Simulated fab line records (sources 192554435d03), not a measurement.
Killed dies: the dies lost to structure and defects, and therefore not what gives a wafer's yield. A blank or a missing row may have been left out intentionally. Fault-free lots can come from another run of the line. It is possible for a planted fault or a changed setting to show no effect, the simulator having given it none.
Matching of chambers :: flow n5Finfet :: N5_BEOL_M3_ETCH_77 on rieDiel-03 has 4 sister chambers
The step etches underlayer in N2/H2, target depth 6.5 nm, time 5.2 s. 4 wafers are shown with their chamber, then 9 later ones without.

== WAFERS PAIRED WITH THEIR CHAMBERS ==
wafer: L089.6
chamber: 1
drypumpMotorCurrentA (A): 5.8

wafer: L092.1
chamber: 3
drypumpMotorCurrentA (A): 6.4

wafer: L092.3
chamber: 2
drypumpMotorCurrentA (A): 6.6

wafer: L092.4
chamber: 0
drypumpMotorCurrentA (A): 5.3

== WAFERS WITH NO CHAMBER GIVEN ==
wafer: L095.1
drypumpMotorCurrentA (A): 5.2

wafer: L095.2
drypumpMotorCurrentA (A): 5.9

wafer: L095.4
drypumpMotorCurrentA (A): 5.8

wafer: L093.1
drypumpMotorCurrentA (A): 6.4

wafer: L093.5
drypumpMotorCurrentA (A): 6.4

wafer: L093.6
drypumpMotorCurrentA (A): 5.9

wafer: L096.4
drypumpMotorCurrentA (A): 5.8

wafer: L096.5
drypumpMotorCurrentA (A): 6.4

wafer: L096.6
drypumpMotorCurrentA (A): 5.3

== EACH ONE'S CHAMBER ==
wafer: L095.1
from the rows above: 0
in truth: 0

wafer: L095.2
from the rows above: 1
in truth: 1

wafer: L095.4
from the rows above: 1
in truth: 1

wafer: L093.1
from the rows above: 3
in truth: 3

wafer: L093.5
from the rows above: 3
in truth: 3

wafer: L093.6
from the rows above: 1
in truth: 1

wafer: L096.4
from the rows above: 1
in truth: 1

wafer: L096.5
from the rows above: 3
in truth: 3

wafer: L096.6
from the rows above: 0
in truth: 0
Correct placement for 9 of the 9. Left unplaced by these rows: 0. 0 placed wrongly.
How it was worked out, from the rows above alone: a wafer's distance from a chamber is the root of the sum, over the readings, of the square of ((its reading less the chamber's mean) divided by the reading's scatter). If the next closest chamber is less than 2 further off than the closest, the wafer can't be placed; otherwise it belongs to the closest. The mean given for a chamber averages the wafers shown for that chamber. The scatter: root of mean squared gap, hidden wafer to nearest shown wafer, with one shown wafer a chamber.
